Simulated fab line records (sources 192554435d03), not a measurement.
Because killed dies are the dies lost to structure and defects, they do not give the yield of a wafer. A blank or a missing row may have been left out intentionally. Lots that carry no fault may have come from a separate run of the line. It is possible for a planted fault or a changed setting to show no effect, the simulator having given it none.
2 desks, one fault :: flow n5 finfet :: only its own numbers are on each desk; what lay behind them is given at the end

## TOOL OWNER'S DESK, ald sin-02
The tool's own readings at N5_GATE_CUT_SAC_CAP_01 (material SiNx, target thk 24 nm, pulse time 1 s, ald cycles 480): means of the sampled wafers that have a number, for each lot that ran on this tool. Any lot whose mean is over 4 standard deviations away from the usual mean is out of limits and marked OUT; that distance is given in the brackets.
Columns: A = heater power w at N5_GATE_CUT_SAC_CAP_01, usual 836 W; B = precursor pulse height rel at N5_GATE_CUT_SAC_CAP_01, usual 1.000
lot: L292
first seen here: day 4 11:40
A: 776
B: 0.988

lot: L298
first seen here: day 5 23:23
A: 814
B: 0.975

lot: L300
first seen here: day 6 07:58
A: 814
B: 0.998

lot: L302
first seen here: day 6 22:35
A: 770
B: 1.006
Finding of this desk: none of the 4 lots has anything out of limits.

## THE METROLOGY DESK
Means of the sampled wafers that have a number, per lot and without regard to the tool the lot ran on: this is what the gauges read. Any lot whose mean is over 4 standard deviations away from the usual mean is out of limits and marked OUT; that distance is given in the brackets.
Columns: A = MD_CAP_THK at N5_MOL_CONTACT_COAG_THK_MEAS_29, usual 17.94 nm
lot: L292
first seen here: day 5 02:13
A: 18.03

lot: L298
first seen here: day 6 14:55
A: 25.17 (+93) OUT

lot: L300
first seen here: day 6 22:35
A: 32.44 (+99 or more) OUT

lot: L302
first seen here: day 7 17:57
A: 25.27 (+94) OUT

lot: L305
first seen here: day 8 08:48
A: 18.04
Per this desk, out of limits: L298, L300, L302; the first was L298, day 6 14:55 (MD_CAP_THK at N5_MOL_CONTACT_COAG_THK_MEAS_29). L292, L305 stayed within limits.

## TAKEN TOGETHER
Metrology desk: alarm possible at day 6 14:55 on L298, L300, L302.
The desk of the tool owner found nothing out of limits.
On record at the tool owner's desk: L298, L300, L302, within its limits.
All the named lots went through N5_GATE_CUT_SAC_CAP_01 on ald sin-02.

## WHAT WAS PUT IN BY THE SIMULATOR
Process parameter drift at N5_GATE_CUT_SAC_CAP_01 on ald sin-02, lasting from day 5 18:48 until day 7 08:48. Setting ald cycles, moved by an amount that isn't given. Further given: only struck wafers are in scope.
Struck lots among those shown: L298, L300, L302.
Hours from the fault's start to each desk's first reading out of limits: the metrology desk, 20.
